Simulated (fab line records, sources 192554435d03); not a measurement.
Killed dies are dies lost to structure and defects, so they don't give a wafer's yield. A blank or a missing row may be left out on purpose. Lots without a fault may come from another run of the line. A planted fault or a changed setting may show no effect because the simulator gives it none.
Which tool did it? | flow n5_finfet | 12 lots, 36 wafers sampled, at 1 step of a route of 1938

WHAT THE GAUGES READ, wafer by wafer
N5_BEOL_M3_INSPECT_59: inspects for defects (darkfield).
lot  | measured     | on                | raw_defect_count
L076 | day 9 00:01  | defect_inspect-01 | 54 111 116
L075 | day 9 13:49  | defect_inspect-02 | 95 77 83
L079 | day 9 20:19  | defect_inspect-02 | 55 49 65
L081 | day 10 17:19 | defect_inspect-02 | 70 79 49
L083 | day 11 02:13 | defect_inspect-02 | 76 60 62
L085 | day 11 16:58 | defect_inspect-02 | 79 78 69
L086 | day 12 00:43 | defect_inspect-02 | 50 55 45
L089 | day 12 14:43 | defect_inspect-01 | 50 36 73
L091 | day 13 07:26 | defect_inspect-01 | 74 39 62
L093 | day 13 16:26 | defect_inspect-02 | 75 51 89
L095 | day 13 23:50 | defect_inspect-02 | 48 79 80
L097 | day 14 10:10 | defect_inspect-02 | 139 102 66

WHICH TOOL RAN EACH LOT (tool, then ch and the chambers of the sampled wafers, then the start)
The record holds no process step before these readings.

THE ANSWER, worked out from the rows above alone
Rule: what is usual is taken from the lots themselves. Put in order of their means at a reading, lots are off if they are a third of the lots or fewer, leave a main group of 4 or more, and stand apart from it by a gap of 3 or more times the standard deviation of the main group's means; of several such gaps the widest counts. A main group whose means are all the same, to the digits that the tables above print for the reading, isn't used. A lot without any number at a reading at which 4 lots or more have one is off too. The other lots that the step has rows for count as sound.
No lot is off at any reading shown: from this, nothing can be told.

WHAT THE SIMULATOR HAD PUT IN
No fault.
